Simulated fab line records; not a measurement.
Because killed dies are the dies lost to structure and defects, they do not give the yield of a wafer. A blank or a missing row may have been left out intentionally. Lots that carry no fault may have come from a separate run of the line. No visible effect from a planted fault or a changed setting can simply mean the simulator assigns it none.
Split-lot study || flow n5-finfet || 7 lots, 21 wafers read, on a route of 1938 steps

## SPLIT DETAILS
At N5_BEOL_M2_COAT_67 (time 60 s, resist thk 60 nm), the setting spin-rpm was moved away from the recipe's 1500 rpm on 6 of the 21 wafers read, by -10.3% to +9.9%. All remaining wafers had this setting at the recipe value.

## FROM THE SPLIT TO THE READING: what the file shows between them, 4 steps
- N5_BEOL_M2_COAT_68: time 60 s, resist thk 12 nm
- N5_BEOL_M2_COAT_76: time 60 s, resist thk 5 nm
- N5_BEOL_M2_ALD_98: deposits SiO2, target thk 2.5 nm, pulse time 1 s, co reactant pulse time 1 s
- N5_BEOL_M2_ETCHBACK_99: etches SiO2 in CHF3, target depth 5 nm, time 10.4 s

## THE READING
etch.depth-nm (the simulator's own value, which no gauge read), in nm, at N5_BEOL_M2_ETCH_70 (etches SOC in N2/H2, target depth 80 nm, overetch 24 nm, time 130 s). The file gives no usual value for it. Across the 15 wafers here that went through the recipe, the average is 60.12 nm and the standard deviation 0.24 nm.

{"wafer": "L079.1", "tool, chamber at the split": "litho-track-01, 0", "spin-rpm as run, rpm": 1500, "against the recipe": "recipe", "etch.depth-nm, nm": 60.25, "against lot-mates on the recipe": "-"}
{"wafer": "L079.2", "tool, chamber at the split": "litho-track-01, 0", "spin-rpm as run, rpm": 1500, "against the recipe": "recipe", "etch.depth-nm, nm": 60.4, "against lot-mates on the recipe": "-"}
{"wafer": "L079.5", "tool, chamber at the split": "litho-track-01, 0", "spin-rpm as run, rpm": 1500, "against the recipe": "recipe", "etch.depth-nm, nm": 60.44, "against lot-mates on the recipe": "-"}
{"wafer": "L081.2", "tool, chamber at the split": "litho-track-05, 0", "spin-rpm as run, rpm": 1500, "against the recipe": "recipe", "etch.depth-nm, nm": 60.49, "against lot-mates on the recipe": "-"}
{"wafer": "L081.3", "tool, chamber at the split": "litho-track-05, 0", "spin-rpm as run, rpm": 1500, "against the recipe": "recipe", "etch.depth-nm, nm": 60.47, "against lot-mates on the recipe": "-"}
{"wafer": "L081.6", "tool, chamber at the split": "litho-track-05, 0", "spin-rpm as run, rpm": 1500, "against the recipe": "recipe", "etch.depth-nm, nm": 60.18, "against lot-mates on the recipe": "-"}
{"wafer": "L083.4", "tool, chamber at the split": "litho-track-03, 0", "spin-rpm as run, rpm": 1500, "against the recipe": "recipe", "etch.depth-nm, nm": 59.82, "against lot-mates on the recipe": "-"}
{"wafer": "L083.5", "tool, chamber at the split": "litho-track-03, 0", "spin-rpm as run, rpm": 1500, "against the recipe": "recipe", "etch.depth-nm, nm": 59.97, "against lot-mates on the recipe": "-"}
{"wafer": "L083.6", "tool, chamber at the split": "litho-track-03, 0", "spin-rpm as run, rpm": 1500, "against the recipe": "recipe", "etch.depth-nm, nm": 59.99, "against lot-mates on the recipe": "-"}
{"wafer": "L089.1", "tool, chamber at the split": "litho-track-01, 0", "spin-rpm as run, rpm": 1551, "against the recipe": "+3.4%", "etch.depth-nm, nm": 59.12, "against lot-mates on the recipe": -0.94}
{"wafer": "L089.4", "tool, chamber at the split": "litho-track-01, 0", "spin-rpm as run, rpm": 1551, "against the recipe": "+3.4%", "etch.depth-nm, nm": 59.04, "against lot-mates on the recipe": -1.02}
{"wafer": "L089.6", "tool, chamber at the split": "litho-track-01, 0", "spin-rpm as run, rpm": 1500, "against the recipe": "recipe", "etch.depth-nm, nm": 60.06, "against lot-mates on the recipe": "-"}
{"wafer": "L091.1", "tool, chamber at the split": "litho-track-05, 0", "spin-rpm as run, rpm": 1560, "against the recipe": "+4.0%", "etch.depth-nm, nm": 58.81, "against lot-mates on the recipe": -1.00}
{"wafer": "L091.3", "tool, chamber at the split": "litho-track-05, 0", "spin-rpm as run, rpm": 1500, "against the recipe": "recipe", "etch.depth-nm, nm": 59.74, "against lot-mates on the recipe": "-"}
{"wafer": "L091.4", "tool, chamber at the split": "litho-track-05, 0", "spin-rpm as run, rpm": 1500, "against the recipe": "recipe", "etch.depth-nm, nm": 59.88, "against lot-mates on the recipe": "-"}
{"wafer": "L094.1", "tool, chamber at the split": "litho-track-05, 0", "spin-rpm as run, rpm": 1500, "against the recipe": "recipe", "etch.depth-nm, nm": 59.97, "against lot-mates on the recipe": "-"}
{"wafer": "L094.4", "tool, chamber at the split": "litho-track-05, 0", "spin-rpm as run, rpm": 1500, "against the recipe": "recipe", "etch.depth-nm, nm": 59.89, "against lot-mates on the recipe": "-"}
{"wafer": "L094.6", "tool, chamber at the split": "litho-track-05, 0", "spin-rpm as run, rpm": 1648, "against the recipe": "+9.9%", "etch.depth-nm, nm": 57.24, "against lot-mates on the recipe": -2.69}
{"wafer": "L095.1", "tool, chamber at the split": "litho-track-01, 0", "spin-rpm as run, rpm": 1500, "against the recipe": "recipe", "etch.depth-nm, nm": 60.27, "against lot-mates on the recipe": "-"}
{"wafer": "L095.3", "tool, chamber at the split": "litho-track-01, 0", "spin-rpm as run, rpm": 1346, "against the recipe": "-10.3%", "etch.depth-nm, nm": 63.67, "against lot-mates on the recipe": "+3.40"}
{"wafer": "L095.6", "tool, chamber at the split": "litho-track-01, 0", "spin-rpm as run, rpm": 1346, "against the recipe": "-10.3%", "etch.depth-nm, nm": 63.66, "against lot-mates on the recipe": "+3.39"}

THE FIT
A straight line over all 21 wafers: etch.depth-nm changes by -0.327 nm for each +1% of spin-rpm; r = -0.99; the points scatter about the line by 0.24 nm.
The same after taking each lot's own level away (the mean of its wafers on the recipe; 21 wafers): -0.308 nm for each +1%; r = -0.99; scatter 0.13 nm.
That fit puts the effect of the largest move of spin-rpm on the reading at 3.2 nm.
Across the lots, their own levels run from 59.810 to 60.380 nm, a range of 2.3 times the standard deviation given above.
The two slopes are in agreement: the lot-to-lot level therefore moves the slope only a little.
Check: +3.12 nm against its lot-mates is what the line predicts for one of the wafers moved furthest among these (-10.3%) when that wafer is left out of the fit. It came out at +3.4 nm against them.

## THESE WAFERS: OTHER SPLITS
Note: prior to the reading, these wafers also went through further splits. Each is held against what the fit with the lots' levels taken away leaves over:
{"other split on the same wafers": "N5_MOL_CONTACT_COAG_EXPOSE_05 dose-mj", "wafers away from the commonest value": 6, "r with etch.depth-nm (lot level and that fit taken away)": "+0.34"}
{"other split on the same wafers": "N5_MOL_CONTACT_COAG_ALD_133 ald-cycles", "wafers away from the commonest value": 5, "r with etch.depth-nm (lot level and that fit taken away)": -0.08}
{"other split on the same wafers": "N5_BEOL_M0_SAQP_SPACER1_ALD_98 ald-cycles", "wafers away from the commonest value": 4, "r with etch.depth-nm (lot level and that fit taken away)": -0.08}
{"other split on the same wafers": "N5_BEOL_M0_SAQP_ETCH_107 bias-w", "wafers away from the commonest value": 4, "r with etch.depth-nm (lot level and that fit taken away)": -0.22}
{"other split on the same wafers": "N5_BEOL_M1_TRENCH_ETCH_37 source-w", "wafers away from the commonest value": 6, "r with etch.depth-nm (lot level and that fit taken away)": -0.12}
{"other split on the same wafers": "N5_BEOL_M2_DESCUM_16 time-s", "wafers away from the commonest value": 10, "r with etch.depth-nm (lot level and that fit taken away)": -0.17}

## THE WHOLE CHAIN: every reading that the file lists as answering this split, in the file's order
{"step": "N5_BEOL_M2_COAT_67", "what it does": "time 60 s, resist thk 60 nm", "reading": "SOC_of_BEOL_M2_COAT_67.thk-nm (the simulator's own value, which no gauge read)", "change (the file's fit)": "-0.298 nm for each +1% of the setting", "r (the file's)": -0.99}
{"step": "N5_BEOL_M2_ETCH_70", "what it does": "etches SOC in N2/H2, target depth 80 nm, overetch 24 nm, time 130 s", "reading": "etch.depth-nm (the simulator's own value, which no gauge read)", "change (the file's fit)": "-0.298 nm for each +1% of the setting", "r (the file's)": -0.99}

## FILE'S OWN FIT
etch.depth-nm changes by -0.298 nm for each +1% of spin-rpm, r = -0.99.
